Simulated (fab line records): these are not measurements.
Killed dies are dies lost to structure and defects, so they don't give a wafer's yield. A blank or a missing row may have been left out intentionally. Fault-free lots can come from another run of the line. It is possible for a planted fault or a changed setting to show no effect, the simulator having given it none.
Chamber matching / flow nand_harc / 3 sister chambers for NHARC_A_STAIRCASE_DEP_156 on pecvd-01
The step deposits SiNx, target thk 50 nm. 6 wafers are shown with their chamber, then 11 later ones without.

WAFERS, EACH WITH ITS CHAMBER
wafer=L082.4; chamber=2; heater_power_w (W)=720
wafer=L084.4; chamber=2; heater_power_w (W)=736
wafer=L085.3; chamber=0; heater_power_w (W)=750
wafer=L085.4; chamber=1; heater_power_w (W)=702
wafer=L085.6; chamber=0; heater_power_w (W)=761
wafer=L091.2; chamber=1; heater_power_w (W)=725

WAFERS MISSING THEIR CHAMBER
wafer=L091.4; heater_power_w (W)=677
wafer=L091.6; heater_power_w (W)=718
wafer=L092.2; heater_power_w (W)=669
wafer=L092.3; heater_power_w (W)=726
wafer=L092.5; heater_power_w (W)=676
wafer=L094.2; heater_power_w (W)=680
wafer=L094.5; heater_power_w (W)=667
wafer=L094.6; heater_power_w (W)=773
wafer=L097.3; heater_power_w (W)=660
wafer=L097.5; heater_power_w (W)=666
wafer=L097.6; heater_power_w (W)=816

WHICH CHAMBER EACH WENT THROUGH
wafer=L091.4; from the rows above=can't be placed: 1 or 2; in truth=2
wafer=L091.6; from the rows above=can't be placed: 1 or 2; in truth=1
wafer=L092.2; from the rows above=can't be placed: 1 or 2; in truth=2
wafer=L092.3; from the rows above=can't be placed: 2 or 1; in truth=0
wafer=L092.5; from the rows above=can't be placed: 1 or 2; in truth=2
wafer=L094.2; from the rows above=can't be placed: 1 or 2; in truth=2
wafer=L094.5; from the rows above=can't be placed: 1 or 2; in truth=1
wafer=L094.6; from the rows above=0; in truth=0
wafer=L097.3; from the rows above=can't be placed: 1 or 2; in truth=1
wafer=L097.5; from the rows above=can't be placed: 1 or 2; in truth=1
wafer=L097.6; from the rows above=0; in truth=0
Correct placement for 2 of the 11. Cannot be placed on the basis of these rows: 9; the candidates contain the true chamber in 8. Number placed wrongly: 0.
How it was worked out, from the rows above alone: a wafer's distance from a chamber is the root of the sum, over the readings, of the square of ((its reading less the chamber's mean) divided by the reading's scatter). If the next closest chamber is less than 2 further off than the closest, the wafer can't be placed; otherwise it belongs to the closest. A chamber's mean is the mean of its shown wafers. The scatter: take each reading less its chamber's mean, square it, sum over the shown wafers, divide by the number of wafers less the number of chambers, and take the root.
